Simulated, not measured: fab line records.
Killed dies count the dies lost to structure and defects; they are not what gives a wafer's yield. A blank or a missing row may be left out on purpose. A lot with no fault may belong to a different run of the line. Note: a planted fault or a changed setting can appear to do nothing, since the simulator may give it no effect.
A struck lot beside a sound one / flow n5 finfet / 37 out of 1938 route steps
Sound: these wafers, L963.3, L963.5, L963.6. Struck: wafers L955.1, L955.3, L955.4. At the end, the cause is stated.
At each step with rows: each side's tool, then ch and its chambers, then its first start. Under that, the readings that differ: sound wafers / struck wafers / difference of the means / sigmas: that difference in standard deviations of wafers without a fault.
alike: same words and numbers on both sides, and readings whose means sit less than 2 such deviations apart. not compared: any withheld reading, any reading some wafer has no value for, any bound like >300 that may hide the same value, and any number with overlapping values for which the record gives no deviation.
Wherever a step has rows on one side only, a row that says differs or no value, or a row with sigmas, the two part there. Numbers that don't overlap but have no deviation are shown without sigmas and don't part them. Lack of a reading on every wafer of one side parts them only where that side has two or more wafers.

first, 9 steps without rows for these wafers: N5_BEOL_M4_ANNEAL_95 (time 240 s); N5_BEOL_M4_SPUTTER_96 (material Cu, target thk 4.5 nm, time 8.29 s); N5_BEOL_M4_ECD_50 (material Cu, target thk 300 nm); N5_BEOL_M4_ANNEAL_51 (time 90 s); N5_BEOL_M4_CMP_52 (polishes, stops on SiOC, t overpolish 6.8 s, target thk 40 nm); N5_BEOL_M4_PRE_CLEAN_60 (time 15 s); N5_BEOL_M4_CO_CAP_55 (material Co, precursor CCTBA/H2, target thk 2 nm, time 102.1 s); N5_BEOL_M4_PRE_CLEAN_56 (time 15 s); N5_BEOL_M4_DEP_57 (deposits SiCN from 3MS/NH3, target thk 8 nm, time 14 s).
N5_BEOL_M4_RC_MEAS_101:
  sound on prober-02 ch 0, day 13 07:31; struck on prober-01 ch 0, day 11 09:43
  alike: DIBL_N, DIBL_P, IOFF_N, IOFF_P, ION_N, ION_P, SS_N, SS_P, VT_N, VT_P
then, 24 steps without rows for these wafers: N5_BEOL_M5_ILD_DEP_00 (deposits SiCOH lowk from DEMS/porogen, target thk 140.64 nm, time 25.9 s); N5_BEOL_M5_CURE_79 (cures SiCOH lowk, time 240 s); N5_BEOL_M5_PECVD_70 (deposits SiO2 from TEOS/O2, target thk 16 nm, time 18 s); N5_BEOL_M5_HM_DEP_02 (deposits TiN, target thk 20 nm); N5_BEOL_M5_COAT_59 (time 60 s, resist thk 60 nm); N5_BEOL_M5_COAT_60 (time 60 s, resist thk 12 nm); N5_BEOL_M5_COAT_71 (time 60 s, resist thk 5 nm); N5_BEOL_M5_COAT_05 (resist thk 30 nm); N5_BEOL_M5_EBR_07; N5_BEOL_M5_SOFTBAKE_06 (time 60 s); N5_BEOL_M5_EXPOSE_08 (exposes mask M5, target cd 28 nm); N5_BEOL_M5_PEB_09 (peb time 60 s); N5_BEOL_M5_DEVELOP_10 (develop time 30 s); N5_BEOL_M5_DESCUM_16 (chemistry O2, time 7 s); N5_BEOL_M5_ETCH_72 (etches underlayer in N2/H2, target depth 6.5 nm, time 5.2 s); N5_BEOL_M5_ETCH_61 (etches SiARC in CF4, target depth 15.6 nm, time 26 s); N5_BEOL_M5_ETCH_62 (etches SOC in N2/H2, target depth 75 nm, overetch 15 nm, time 112.5 s); N5_BEOL_M5_STRIP_63 (strips in N2/H2); N5_BEOL_M5_STRIP_73 (strips in N2/H2); N5_BEOL_M5_STRIP_64 (strips in CF4); N5_BEOL_M5_HM_OPEN_17 (chemistry Cl2/BCl3, target TiN, target depth 20 nm, overetch 6 nm); N5_BEOL_M5_STRIP_19 (strips in O2); N5_BEOL_M5_COAT_65 (time 60 s, resist thk 60 nm); N5_BEOL_M5_COAT_66 (time 60 s, resist thk 12 nm).
-- the record jumps here: 3 days lie between the struck wafers' starts before and after (it left off in module BEOL_M5 and takes up again in module BEOL_M11, whose first step shown is number 1594 of the route) --
N5_BEOL_M11_ECD_50: material Cu, target thk 318 nm.
  sound on ecd cu-01 ch 0,1, day 15 22:14; struck on ecd cu-01 ch 0,1, day 13 22:42
N5_BEOL_M11_CMP_52: polishes, stops on SiCOH lowk, t overpolish 7 s, target thk 140 nm.
  sound on cmp-04 ch 0,3, day 15 22:38; struck on cmp-03 ch 0,2,3, day 13 23:07
reading=time to endpoint s (s); sound=67 67 64; struck=4 2 0; difference=-64; sigmas=-16
  alike: motor current A
N5_PASSIVATION_PROBE_49:
  sound: prober-02 at day 17 11:53; struck: prober-01 at day 15 10:08
reading=defect limited yield (%); sound=89.3 89.2 91.0; struck=0 0 0; difference=-90; sigmas=-60
reading=killed_at_M4_up; sound=15 28 6; struck=1098 1086 1138; difference=+1091; sigmas=+99 or more
reading=killed dies; sound=126 128 106; struck=1180 1180 1180; difference=+1060; sigmas=+62
reading=killed on rim; sound=10 23 13; struck=152 152 152; difference=+137; sigmas=+34
reading=killed open; sound=79 85 75; struck=54 62 37; difference=-29; sigmas=-2
reading=sort_bin_5_function (%); sound=6.6 6.4 4.8; struck=96.4 95.3 97.9; difference=+90.6; sigmas=+97
reading=sort n pass; sound=1054 1052 1074; struck=0 0 0; difference=-1060; sigmas=-62
reading=sort yield pct (%); sound=89.3 89.2 91.0; struck=0 0 0; difference=-90; sigmas=-64
  alike: killed_at_M0_to_M3, killed at contacts, killed at front end, killed at other, killed short, sort_bin_6_memory, sort_bin_8_speed

== WHERE THEY PART ==
Last at N5_PASSIVATION_PROBE_49 as far as this record goes, first at N5_BEOL_M11_CMP_52.

WHY: what had been put in by the simulator
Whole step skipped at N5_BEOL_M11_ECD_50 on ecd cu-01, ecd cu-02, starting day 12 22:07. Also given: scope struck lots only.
